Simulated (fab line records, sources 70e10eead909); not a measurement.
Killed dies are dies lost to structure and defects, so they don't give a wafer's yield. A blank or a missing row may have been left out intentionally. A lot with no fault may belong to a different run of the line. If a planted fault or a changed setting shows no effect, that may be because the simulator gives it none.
What tool caused it? ; flow nand-harc ; 13 lots with 39 wafers sampled at 6 steps, on a route of 1159 steps

## WHAT THE GAUGES READ, wafer by wafer
NHARC_A_BLC_OVL_MEAS_11.
lot;measured;on;overlay-x-nm (nm);overlay-y-nm (nm)
L125;day 17 14:03;overlay-01;-0.6 -0.5 -0.7;0.8 0.4 0.1
L127;day 18 10:18;overlay-02;-0.3 0.2 -0.6;0.8 0.6 0.6
L129;day 18 15:16;overlay-02;0.9 0.6 0.1;-0.7 -1.3 -1.0
L126;day 18 20:25;overlay-01;-0.5 -0.7 -0.8;0.8 0.8 0.2
L133;day 19 18:18;overlay-01;0.2 1.1 0.2;0.1 0.5 0.5
L130;day 19 21:00;overlay-02;1.9 2.0 2.3;0.4 0.0 0.5
L140;day 21 00:48;overlay-01;0.4 0.3 0.0;-1.3 -0.8 -1.1
L142;day 21 18:04;overlay-01;0.7 1.1 1.1;0.8 0.8 0.9
L144;day 21 19:20;overlay-02;-0.9 -0.5 -1.8;0.9 1.0 1.5
L141;day 21 23:14;overlay-02;0.5 0.2 0.3;-0.8 -0.3 0.0
L147;day 22 06:07;overlay-02;-0.4 0.2 -0.1;-1.9 -1.6 -1.2
L145;day 22 06:50;overlay-01;-0.3 -0.2 -0.4;0.6 0.0 0.5
L146;day 22 13:25;overlay-02;-1.5 -1.4 -1.5;-0.3 0.0 0.4

NHARC_A_BLC_CD_MEAS_19.
lot;measured;on;cd-nm (nm)
L125;day 17 15:17;cd-sem-01;99.2 97.6 97.4
L127;day 18 11:22;cd-sem-03;96.1 105.2 95.7
L129;day 18 16:20;cd-sem-03;99.0 100.2 98.1
L126;day 18 21:29;cd-sem-03;97.3 96.4 100.4
L133;day 19 19:22;cd-sem-03;97.0 99.4 97.3
L130;day 19 22:04;cd-sem-03;94.6 103.5 100.1
L140;day 21 01:52;cd-sem-03;99.4 99.7 94.9
L142;day 21 19:08;cd-sem-03;98.7 95.8 101.1
L144;day 21 20:24;cd-sem-01;100.6 95.8 100.8
L141;day 22 00:22;cd-sem-02;99.7 98.3 101.1
L147;day 22 07:10;cd-sem-02;100.7 95.9 96.9
L145;day 22 07:54;cd-sem-02;98.9 100.0 100.7
L146;day 22 14:29;cd-sem-01;100.6 101.9 98.4

NHARC_A_BLC_INSPECT_28.
lot;measured;on;raw-defect-count
L125;day 18 04:58;defect-inspect-02;309 310 245
L127;day 18 13:22;defect-inspect-01;395 392 416
L129;day 18 20:10;defect-inspect-01;321 317 417
L126;day 18 23:42;defect-inspect-02;334 522 365
L133;day 19 23:34;defect-inspect-01;6737 6513 6563
L130;day 20 02:44;defect-inspect-02;6564 6680 6649
L140;day 21 13:22;defect-inspect-02;317 423 318
L142;day 21 21:13;defect-inspect-02;394 308 271
L144;day 21 23:34;defect-inspect-02;457 358 431
L141;day 22 04:44;defect-inspect-01;579 389 384
L147;day 22 12:09;defect-inspect-01;605 403 548
L145;day 22 14:08;defect-inspect-02;429 310 431
L146;day 22 18:49;defect-inspect-02;525 325 409

NHARC_A_M0_OVL_MEAS_10: pitch 160 nm.
lot;measured;on;overlay-x-nm (nm);overlay-y-nm (nm)
L125;day 18 05:50;overlay-02;-0.7 -0.2 -0.7;1.4 1.7 1.2
L127;day 18 14:22;overlay-02;0.0 -0.3 -0.9;-1.1 -0.9 -1.3
L129;day 18 21:13;overlay-02;0.0 -0.7 -0.6;0.9 0.5 1.4
L126;day 19 00:41;overlay-01;0.3 0.7 0.5;-0.1 0.4 0.6
L140;day 21 14:20;overlay-02;0.1 0.4 -0.4;-0.7 -0.4 -0.3
L142;day 21 22:05;overlay-02;-0.8 -0.8 -0.4;-0.4 -0.2 0.3
L144;day 22 00:34;overlay-01;0.1 0.0 -0.4;0.1 0.2 0.5
L141;day 22 05:37;overlay-02;-0.7 -0.9 -0.8;1.0 1.3 0.8
L147;day 22 13:04;overlay-02;-1.5 -1.4 -1.1;-0.5 -0.4 -0.3
L145;day 22 15:00;overlay-01;1.1 0.6 -0.1;-0.5 -0.6 -0.1
L146;day 22 19:49;overlay-02;0.3 -0.1 -0.2;0.7 1.3 0.9

NHARC_END_SORT_01.
lot;measured;on;killed-at-array;killed-at-other;killed-at-periphery;killed-dies;killed-open;killed-short
L133;day 21 15:29;prober-02;672 671 676;1 0 0;4 6 1;677 677 677;4 4 2;4 4 1
L130;day 21 16:17;prober-01;675 676 674;1 0 2;1 1 1;677 677 677;2 1 3;2 2 2

## TOOL THAT RAN EACH LOT (tool first, then ch and the chambers of the sampled wafers, then the start)
lot;NHARC_A_BLC_CMP_25
L125;cmp-02 ch 0,2,3, day 18 04:34
L127;cmp-02 ch 1,3, day 18 12:58
L129;cmp-01 ch 0,1, day 18 19:46
L126;cmp-04 ch 0,1, day 18 23:17
L133;cmp-01 ch 0,1,2, day 19 23:10
L130;cmp-04 ch 1,3, day 20 02:19
L140;cmp-04 ch 1,2, day 21 12:59
L142;cmp-02 ch 0,2,3, day 21 20:53
L144;cmp-01 ch 1,2, day 21 23:09
L141;cmp-04 ch 1,2,3, day 22 04:20
L147;cmp-01 ch 0,2,3, day 22 11:47
L145;cmp-04 ch 1,2,3, day 22 13:46
L146;cmp-01 ch 1,2,3, day 22 18:25
- NHARC_A_BLC_CMP_25: polishes, t overpolish 30 s, target thk 150 nm.

## AS READ BY THE TOOLS THEMSELVES (means over the sampled wafers that have a number; for cases with no such wafer, the mark the record gives instead)
NHARC_A_BLC_CMP_25.
lot;tool;edge-zone-pressure-frac;motor-current-A (A);overpolish-run-s (s);slurry-filter-dp-kPa (kPa);time-to-endpoint-s (s)
L125;cmp-02;0.995;11.6;30.002;13.39;32.9
L127;cmp-02;0.998;12.2;30.000;13.45;33.0
L129;cmp-01;0.996;12.7;30.004;13.52;31.4
L126;cmp-04;1.004;11.3;30.000;13.55;30.6
L133;cmp-01;-;-;-;-;-
L130;cmp-04;-;-;-;-;-
L140;cmp-04;1.003;12.2;30.005;13.40;28.5
L142;cmp-02;0.995;11.5;29.999;13.43;31.0
L144;cmp-01;0.995;13.5;30.000;13.44;30.3
L141;cmp-04;1.000;11.7;29.994;13.65;27.4
L147;cmp-01;1.002;12.5;29.999;13.41;31.1
L145;cmp-04;1.001;12.0;30.003;13.34;28.1
L146;cmp-01;1.000;12.4;30.005;13.58;29.8

## THE ANSWER, worked out from the rows above alone
Rule: usual is defined by the lots themselves. Put in order of their means at a reading, lots are off if they are a third of the lots or fewer, leave a main group of 4 or more, and stand apart from it by a gap of 3 or more times the standard deviation of the main group's means; of several such gaps the widest counts. The tables above print the reading to a certain number of digits; a main group whose means all agree to those digits is not used. A lot without any number at a reading at which 4 lots or more have one is off too. Where the step has rows for the other lots, those lots are counted as sound. After the gauges, taken in route order, come the tools' own readings; for these a lot's mean is taken, as printed above. The first step at which some lot is off is used, and at that step the reading that is off furthest; a lot without a number counts as furthest.
Off: L133, L130 (NHARC_A_BLC_INSPECT_28, raw-defect-count). The main group: mean 393, standard deviation 60.
If a tool, at a process step before that reading, ran all the lots that are off and no sound lot after the first of them, it fits. Not tried: the gauges at NHARC_A_BLC_INSPECT_28; whatever is off there is also off at NHARC_A_BLC_CMP_25, on other tools, and gauge error can't account for it. Not one of the candidates tried fits.

## WHAT HAD BEEN PUT IN BY THE SIMULATOR
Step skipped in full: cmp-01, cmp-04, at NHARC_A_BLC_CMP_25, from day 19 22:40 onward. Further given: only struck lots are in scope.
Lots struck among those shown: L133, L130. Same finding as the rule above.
